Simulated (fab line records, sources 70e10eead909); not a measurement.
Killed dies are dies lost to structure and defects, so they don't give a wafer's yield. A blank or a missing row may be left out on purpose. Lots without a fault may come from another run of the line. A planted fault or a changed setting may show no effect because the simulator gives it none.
Chamber matching | flow nand_harc | NHARC_A_CHANNEL_FILL_D1_ETCHBACK_20 on rie_diel-01: 4 sister chambers
The step etches the open film in C4F8/O2/Ar, target depth 27 nm, time 13.5 s. 4 wafers are shown with their chamber, then 9 later ones without.

WAFERS WITH THEIR CHAMBER
wafer  | chamber | rf_vpp_V (V)
L087.3 | 0       | 984
L088.1 | 2       | 971
L088.3 | 3       | 975
L088.4 | 1       | 986

WAFERS WITHOUT THEIR CHAMBER
wafer  | rf_vpp_V (V)
L090.1 | 986
L090.3 | 977
L090.4 | 969
L093.1 | 974
L093.3 | 984
L093.5 | 974
L094.1 | 970
L094.4 | 986
L094.5 | 969

WHICH CHAMBER EACH WENT THROUGH
wafer  | from the rows above     | in truth
L090.1 | can't be placed: 1 or 0 | 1
L090.3 | 3                       | 3
L090.4 | 2                       | 2
L093.1 | can't be placed: 3 or 2 | 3
L093.3 | can't be placed: 0 or 1 | 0
L093.5 | can't be placed: 3 or 2 | 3
L094.1 | 2                       | 2
L094.4 | can't be placed: 1 or 0 | 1
L094.5 | 2                       | 2
Placed correctly: 4 of 9. Can't be placed from these rows: 5 (the true chamber is among the candidates in 5). Placed wrongly: 0.
How it was worked out, from the rows above alone: a wafer's distance from a chamber is the root of the sum, over the readings, of the square of ((its reading less the chamber's mean) divided by the reading's scatter). The wafer belongs to the nearest chamber; if the next one is less than 2 further off, it can't be placed. A chamber's mean is the mean of its shown wafers. The scatter: with one shown wafer a chamber, the root of the mean of the squares of how far each hidden wafer lies from its nearest shown one.
